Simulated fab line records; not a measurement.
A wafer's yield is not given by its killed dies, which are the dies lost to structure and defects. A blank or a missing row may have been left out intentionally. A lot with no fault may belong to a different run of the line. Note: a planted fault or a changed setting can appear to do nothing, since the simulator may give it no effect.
A struck lot beside a sound one    flow n5 finfet    17 out of 1938 route steps
Sound: the wafers L387.1, L387.2, L387.3. Struck: wafer L401.4. (L401.1, L401.2 of the same lot were not struck and are left out.) The cause comes at the end.
Each step with rows lists, per side, the tool, then ch with its chambers, then its first start. Under that, the readings that differ: sound wafers    struck wafers    difference of the means    sigmas: that difference in standard deviations of wafers without a fault.
alike: readings with means less than 2 such deviations apart, plus words and numbers identical on both sides. not compared: withheld readings, readings lacking a value on some wafer, bounds such as >300 that could conceal the same value, and numbers that have no deviation in the record and whose values overlap.
A row with sigmas, a row that says differs or no value, or rows on one side alone: a step with any of these is where the two part. Numbers that have no deviation but don't overlap get no sigmas and don't part them. A reading missing from all wafers of one side parts the sides only when that side holds two or more wafers.

first, 4 steps without rows for these wafers: N5_PASSIVATION_EXPOSE_41 (exposes mask PASS OPEN, defocus 0 nm, target cd 40000 nm); N5_PASSIVATION_PEB_42; N5_PASSIVATION_DEVELOP_43 (develop time 60 s); N5_PASSIVATION_HARDBAKE_45 (time 120 s).
N5_PASSIVATION_CD_MEAS_44 targets a cd of 40000 nm.
  sound on cd sem-02 ch 0, day 13 23:10; struck on cd sem-01 ch 0, day 18 10:41
  alike: cd nm
N5_PASSIVATION_OVL_MEAS_66:
  sound on overlay-01 ch 0, day 13 23:12; struck on overlay-02 ch 0, day 18 10:43
  alike: PASS_OPEN_OVL
N5_PASSIVATION_INSPECT_67: inspects for defects (macro).
  struck on defect inspect-01, day 18 10:44; sound on defect inspect-02, day 13 23:13
  alike: raw defect count
N5_PASSIVATION_DESCUM_46: chemistry O2, time 7.9 s.
  sound on rie diel-05 ch 0,1,2, day 13 23:16; struck on rie diel-05 ch 3, day 18 11:21
reading                 sound      struck  difference  sigmas
rf hours counter h (h)  241 96 42  36      -90         
  alike: drypump motor current A, oes product au, rf vpp V, showerhead plenum p Torr, throttle valve pct
N5_PASSIVATION_PASS_ETCH_47: etches SiNx in CF4/O2, target depth 770 nm, time 385 s.
  sound on rie diel-05 ch 0,1,2, day 13 23:19; struck on rie diel-05 ch 3, day 18 11:23
reading                 sound      struck  difference  sigmas
rf hours counter h (h)  241 97 42  36      -91         
  alike: drypump motor current A, oes product au, rf vpp V, showerhead plenum p Torr, throttle valve pct
N5_PASSIVATION_ETCH_54: etches SiO2 in CHF3/O2, target depth 880 nm, time 440 s.
  sound on rie diel-05 ch 0,1,2, day 13 23:32; struck on rie diel-05 ch 3, day 18 11:37
reading                 sound        struck  difference  sigmas
rf hours counter h (h)  242 97 42    36      -91         
rf vpp V (V)            516 527 522  539     +17         +2
  alike: CHF3_flow_sccm, drypump motor current A, oes product au, showerhead plenum p Torr, throttle valve pct
N5_PASSIVATION_STRIP_48: strips in O2.
  sound on rie diel-05 ch 0,1,2, day 13 23:49; struck on rie diel-05 ch 3, day 18 11:54
reading                 sound      struck  difference  sigmas
rf hours counter h (h)  242 97 42  36      -91         
  alike: drypump motor current A, oes product au, rf vpp V, showerhead plenum p Torr, throttle valve pct
then, 1 step without rows for these wafers: N5_PASSIVATION_STRIP_52 (strips in post etch residue remover, time 1200 s).
N5_PASSIVATION_CLEAN_71: cleans in IPA, time 180 s.
  sound on wet bench-02 ch 2,4,5, day 14 00:15; struck on wet bench-03 ch 1,4,7, day 18 12:19
then, 2 steps without rows for these wafers: N5_PASSIVATION_SRD_72 (time 30 s); N5_PASSIVATION_ANNEAL_56 (time 1800 s).
N5_PASSIVATION_PROBE_49:
  struck on prober-01, day 18 14:41; sound on prober-02, day 14 02:22
reading                   sound           struck  difference  sigmas
defect limited yield (%)  91.8 90.7 90.8  83.1    -8.0        -5
killed_at_M4_up           16 26 15        7       -12         -2
killed at other           1 0 2           115     +114        +34
killed dies               97 110 109      200     +95         +6
killed on rim             14 18 10        23      +9          +2
sort_bin_5_function (%)   4.2 6.4 6.0     11.4    +5.9        +6
sort n pass               1083 1070 1071  980     -95         -6
sort yield pct (%)        91.8 90.7 90.8  83.1    -8.0        -5
  alike: killed_at_M0_to_M3, killed at contacts, killed at front end, killed open, killed short, sort_bin_6_memory
N5_PASSIVATION_INSPECT_57: inspects for defects (macro).
  struck on defect inspect-02, day 18 14:53; sound on defect inspect-02, day 14 02:43
reading           sound  struck  difference  sigmas
raw defect count  0 3 2  >300    differs     

WHERE THEY PART
First at N5_PASSIVATION_ETCH_54; last, within this record, at N5_PASSIVATION_INSPECT_57.

WHY: what had been put in by the simulator
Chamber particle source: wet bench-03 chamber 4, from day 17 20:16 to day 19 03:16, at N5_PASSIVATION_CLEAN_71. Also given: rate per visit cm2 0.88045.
